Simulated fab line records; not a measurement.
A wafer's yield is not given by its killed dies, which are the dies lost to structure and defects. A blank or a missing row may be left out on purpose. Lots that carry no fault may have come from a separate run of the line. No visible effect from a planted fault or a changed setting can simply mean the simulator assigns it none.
The same fault as seen by 3 desks :: flow n5-finfet :: what lay behind the numbers comes last; until then each desk has only its own

## FROM THE METROLOGY DESK
What the gauges read for every lot (on any tool): the sampled wafers with a number, averaged. Any lot whose mean is over 4 standard deviations away from the usual mean is out of limits and marked OUT; that distance is given in the brackets. Shown here are 7 of its 11 readings, the ones lying furthest out on some lot.
Columns: A = DIBL_N at N5_BEOL_M4_RC_MEAS_101, usual 35.9 mV/V; B = IOFF_N at N5_BEOL_M4_RC_MEAS_101, usual 0.149 nA/um; C = IOFF_P at N5_BEOL_M4_RC_MEAS_101, usual 0.20 nA/um; D = ION_N at N5_BEOL_M4_RC_MEAS_101, usual 671 uA/um; E = VT_N at N5_BEOL_M4_RC_MEAS_101, usual 251 mV; F = VT_P at N5_BEOL_M4_RC_MEAS_101, usual -251 mV; G = M15_THK at N5_BEOL_M15_THK_MEAS_50, usual 809 nm
lot: L800
first seen here: day 8 12:00
A: 34.8
B: 0.149
C: 0.19
D: 672
E: 255
F: -255
G: 827

lot: L801
first seen here: day 8 14:39
A: 35.1
B: 0.137
C: 0.17
D: 668
E: 252
F: -256
G: 796

lot: L802
first seen here: day 9 00:58
A: 33.6
B: 0.123
C: 0.18
D: 667
E: 253
F: -253
G: 804

lot: L803
first seen here: day 9 07:43
A: 35.5
B: 0.133
C: 0.17
D: 670
E: 252
F: -252
G: 844

lot: L807
first seen here: day 10 06:55
A: 34.2
B: 0.133
C: 0.18
D: 664
E: 252
F: -250
G: 820

lot: L808
first seen here: day 10 14:43
A: 37.8
B: 0.195
C: 0.23
D: 686
E: 246
F: -250
G: 818

lot: L810
first seen here: day 10 17:42
A: 36.3
B: 0.152
C: 0.18
D: 669
E: 249
F: -255
G: 813

lot: L809
first seen here: day 10 20:29
A: 35.9
B: 0.147
C: 0.23
D: 662
E: 251
F: -249
G: 801

lot: L818
first seen here: day 12 19:22
A: 35.2
B: 0.131
C: 0.19
D: 662
E: 253
F: -249
G: 795

lot: L819
first seen here: day 13 00:59
A: 35.8
B: 0.173
C: 0.22
D: 678
E: 246
F: -249
G: 802

lot: L820
first seen here: day 13 12:37
A: 38.2
B: 0.190
C: 0.25
D: 687
E: 247
F: -247
G: 790
This desk's verdict: no lot among the 11 shows anything out of limits.

## THE TOOL OWNER'S DESK: pvd-sputter-01
The tool's own readings at N5_PASSIVATION_SPUTTER_20 (material TaN, target thk 50 nm): means of the sampled wafers that have a number, for each lot that ran on this tool. Any lot whose mean is over 4 standard deviations away from the usual mean is out of limits and marked OUT; that distance is given in the brackets.
Columns: A = susceptor-temp-C at N5_PASSIVATION_SPUTTER_20, usual 24.99 C; B = throttle-valve-pct at N5_PASSIVATION_SPUTTER_20, usual 29.9 %
lot: L800
first seen here: day 12 05:59
A: 24.98
B: 30.3

lot: L801
first seen here: day 12 14:58
A: 24.92
B: 30.2

lot: L802
first seen here: day 13 00:50
A: 25.07
B: 29.8

lot: L807
first seen here: day 14 00:02
A: 24.90
B: 29.1

lot: L808
first seen here: day 14 04:58
A: 24.93
B: 29.4

lot: L810
first seen here: day 14 13:29
A: 25.02
B: 29.7

lot: L809
first seen here: day 14 14:52
A: 25.01
B: 30.4
This desk's verdict: no lot among the 7 shows anything out of limits.

## THE DEFECT DESK
Inspection counts along the route, by lot: the mean over sampled wafers that carry a number. Any lot whose mean is over 4 standard deviations away from the usual mean is out of limits and marked OUT; that distance is given in the brackets.
Columns: A = raw-defect-count at N5_PASSIVATION_INSPECT_64, usual 2.0
lot: L800
first seen here: day 12 06:37
A: 0.7

lot: L801
first seen here: day 12 15:35
A: 2.0

lot: L802
first seen here: day 13 01:35
A: 1.0

lot: L803
first seen here: day 13 05:10
A: 2.0

lot: L807
first seen here: day 14 00:48
A: 2.5

lot: L808
first seen here: day 14 11:18
A: 2.7

lot: L810
first seen here: day 14 14:06
A: 1.0

lot: L809
first seen here: day 14 15:29
A: 3.0

lot: L818
first seen here: day 16 21:48
A: 1.3

lot: L819
first seen here: day 17 02:26
A: 1.3

lot: L820
first seen here: day 17 05:55
A: 3.3
This desk's verdict: no lot among the 11 shows anything out of limits.

## PUT TOGETHER
From the metrology desk's view, nothing was out of limits.
Nothing out of limits was seen by the tool owner's desk.
Nothing out of limits was seen by the defect desk.

## WHAT THE SIMULATOR HAD INSERTED
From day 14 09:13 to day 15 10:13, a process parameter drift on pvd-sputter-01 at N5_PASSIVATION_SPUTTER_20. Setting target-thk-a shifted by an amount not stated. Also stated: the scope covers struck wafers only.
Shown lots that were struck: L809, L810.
